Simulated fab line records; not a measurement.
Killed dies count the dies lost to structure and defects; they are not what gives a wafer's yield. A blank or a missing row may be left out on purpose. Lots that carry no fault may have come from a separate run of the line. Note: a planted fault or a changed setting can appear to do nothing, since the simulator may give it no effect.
Struck lot and sound lot, side by side :: flow nand-harc :: 14 out of 1302 route steps
Sound: wafers L118.3, L118.4, L118.6. Wafers L119.1, L119.3, L119.4 were the ones struck. The cause is given at the end.
Per side, at each step with rows, come the tool, then ch with its chambers, and then its first start. Under that, the readings that differ: sound wafers :: struck wafers :: difference of the means :: sigmas: that difference in standard deviations of wafers without a fault.
alike: a reading whose means differ by less than 2 such deviations, as well as words and numbers matching on both sides. not compared: withheld readings; readings where some wafer has no value; bounds like >300 that might hide an equal value; numbers whose values overlap and for which the record gives no deviation.
A row with sigmas, a row that says differs or no value, or rows on one side alone: a step with any of these is where the two part. When numbers do not overlap yet have no deviation, they are printed without sigmas and do not part them. Lack of a reading on every wafer of one side parts them only where that side has two or more wafers.

NHARC_A_BONDPAD_THK_MEAS_20: measures by xrf.
  sound: film-metro-02 at day 23 15:05; struck: film-metro-02 at day 23 23:40
  alike: thk-nm
then, 1 step without rows for these wafers: NHARC_A_BONDPAD_SRD_21 (time 30 s, dry time 20 s).
NHARC_A_BONDPAD_INSPECT_23:
  sound: defect-inspect-02 at day 23 15:19; struck: defect-inspect-01 at day 23 23:53
  alike: raw-defect-count
NHARC_HYBRID_BOND_ACTIVATE_00: chemistry N2, time 60 s.
  sound on rie-diel-06 ch 0,1,3, day 23 15:24; struck on rie-diel-06 ch 0,1,2, day 23 23:58
  alike: drypump-motor-current-A, oes-product-au, rf-vpp-V, showerhead-plenum-p-Torr
  not compared: rf-hours-counter-h
then, 4 steps without rows for these wafers: NHARC_HYBRID_BOND_PRECLEAN_01 (cleans in DIW, time 300 s); NHARC_HYBRID_BOND_SRD_02 (time 30 s, dry time 20 s); NHARC_HYBRID_BOND_BOND_03; NHARC_HYBRID_BOND_ANNEAL_04 (time 7200 s).
NHARC_HYBRID_BOND_OVL_MEAS_05:
  sound: overlay-02 at day 24 00:49; struck: overlay-01 at day 24 09:19
  alike: overlay-x-nm, overlay-y-nm
NHARC_HYBRID_BOND_INSPECT_06: inspects for defects (ir void).
  sound: defect-inspect-01 at day 24 00:53; struck: defect-inspect-02 at day 24 09:22
  alike: raw-defect-count
NHARC_THIN_TSV_GRIND_00:
  sound on grinder-01 ch 0, day 24 02:37; struck on grinder-01 ch 0, day 24 09:31
  alike: motor-current-A
NHARC_THIN_TSV_CMP_01: polishes.
  sound on cmp-01 ch 0,2,3, day 24 03:27; struck on cmp-01 ch 0,1,2, day 24 10:45
  alike: edge-zone-pressure-frac, motor-current-A
following that, these wafers have no rows for 1 step: NHARC_THIN_TSV_SRD_03.
NHARC_END_SORT_01:
  sound on prober-02 ch 0, day 24 20:05; struck on prober-01 ch 0, day 25 05:29
reading: defect-limited-yield (%)
sound: 88 90 90
struck: 0 0 0
difference: -89
sigmas: -26

reading: killed-at-other
sound: 1 1 2
struck: 621 602 616
difference: +612
sigmas: +99 or more

reading: killed-dies
sound: 80 65 67
struck: 677 677 677
difference: +606
sigmas: +25

reading: killed-open
sound: 3 0 0
struck: 5 4 8
difference: +5
sigmas: +2
  alike: killed-at-array, killed-at-periphery, killed-short

WHERE THEY PART
Within this record, at NHARC_END_SORT_01 only.

WHY: what had been put in by the simulator
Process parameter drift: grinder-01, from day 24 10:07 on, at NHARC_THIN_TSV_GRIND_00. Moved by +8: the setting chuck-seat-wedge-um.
